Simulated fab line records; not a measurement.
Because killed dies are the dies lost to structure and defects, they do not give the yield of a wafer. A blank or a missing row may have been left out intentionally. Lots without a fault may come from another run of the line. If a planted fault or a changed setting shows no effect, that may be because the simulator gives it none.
Comparing a struck lot with a sound one ; flow n5Finfet ; 14 out of 1938 route steps
Sound: wafers L184.2, L184.3, L184.5. Wafers struck: L177.1, L177.2, L177.6. The cause is named last.
Each step with rows lists, per side, the tool, then ch with its chambers, then its first start. Under that, the readings that differ: sound wafers ; struck wafers ; difference of the means ; sigmas: that difference in standard deviations of wafers without a fault.
alike: same words and numbers on both sides, and readings whose means sit less than 2 such deviations apart. not compared: any withheld reading, any reading some wafer has no value for, any bound like >300 that may hide the same value, and any number with overlapping values for which the record gives no deviation.
The two part at a step that has a row with sigmas, a row that says differs or no value, or rows on one side only. When numbers do not overlap yet have no deviation, they are printed without sigmas and do not part them. Lack of a reading on every wafer of one side parts them only where that side has two or more wafers.

first, 1 step without rows for these wafers: N5_BEOL_M3_STRIP_75 (strips in N2/H2).
N5_BEOL_M3_STRIP_66: strips in CF4.
  sound on rieDiel-03 ch 0,3, day 12 18:16; struck on rieDiel-03 ch 0,2, day 10 22:44
  alike: biasPowerW, drypumpMotorCurrentA, oesProductAu, rfVppV, showerheadPlenumPTorr, throttleValvePct
  not compared: rfHoursCounterH
N5_BEOL_M3_HM_OPEN_17: chemistry Cl2/BCl3, target TiN, target depth 20 nm, overetch 6 nm.
  sound on rieMetal-01 ch 0,1, day 12 18:19; struck on rieMetal-03 ch 0,1, day 10 22:46
  alike: drypumpMotorCurrentA, oesProductAu, throttleValvePct
  not compared: rfHoursCounterH
N5_BEOL_M3_STRIP_19: strips in O2.
  sound on rieDiel-03 ch 2,3, day 12 18:26; struck on rieDiel-04 ch 0,3, day 10 22:53
reading;sound;struck;difference;sigmas
showerheadPlenumPTorr (Torr);2.23 2.08 2.23;1.95 1.97 1.95;-0.22;-3
  alike: drypumpMotorCurrentA, oesProductAu, rfVppV, throttleValvePct
  not compared: rfHoursCounterH
N5_BEOL_M3_CD_MEAS_18: pitch 36 nm, target cd 18 nm.
  struck on cdSem-03, day 10 22:57; sound on cdSem-02, day 12 18:30
  alike: cdNm
then, 7 steps without rows for these wafers: N5_BEOL_M3_COAT_67 (time 60 s, resist thk 60 nm); N5_BEOL_M3_COAT_68 (time 60 s, resist thk 12 nm); N5_BEOL_M3_COAT_76 (time 60 s, resist thk 5 nm); N5_BEOL_M3_COAT_22 (resist thk 30 nm); N5_BEOL_M3_EBR_24; N5_BEOL_M3_SOFTBAKE_23 (time 60 s); N5_BEOL_M3_EXPOSE_25 (exposes mask V2, defocus 5 nm).
N5_BEOL_M3_PEB_26: peb time 60 s.
  sound on lithoTrack-02 ch 0, day 12 18:45; struck on lithoTrack-02, day 10 23:12
  no value came back on the struck wafers for chillPlateTempC (C), exhaustPa (Pa), pebTimeS (s), plateTempC (C); on the sound wafers chillPlateTempC (C) reads 23.00 22.80 22.94
then, 1 step without rows for these wafers: N5_BEOL_M3_DEVELOP_27 (develop time 30 s).

## WHERE THEY PART
At N5_BEOL_M3_STRIP_19 first; at N5_BEOL_M3_PEB_26 last (within this record only).

WHY: the cause the simulator had injected
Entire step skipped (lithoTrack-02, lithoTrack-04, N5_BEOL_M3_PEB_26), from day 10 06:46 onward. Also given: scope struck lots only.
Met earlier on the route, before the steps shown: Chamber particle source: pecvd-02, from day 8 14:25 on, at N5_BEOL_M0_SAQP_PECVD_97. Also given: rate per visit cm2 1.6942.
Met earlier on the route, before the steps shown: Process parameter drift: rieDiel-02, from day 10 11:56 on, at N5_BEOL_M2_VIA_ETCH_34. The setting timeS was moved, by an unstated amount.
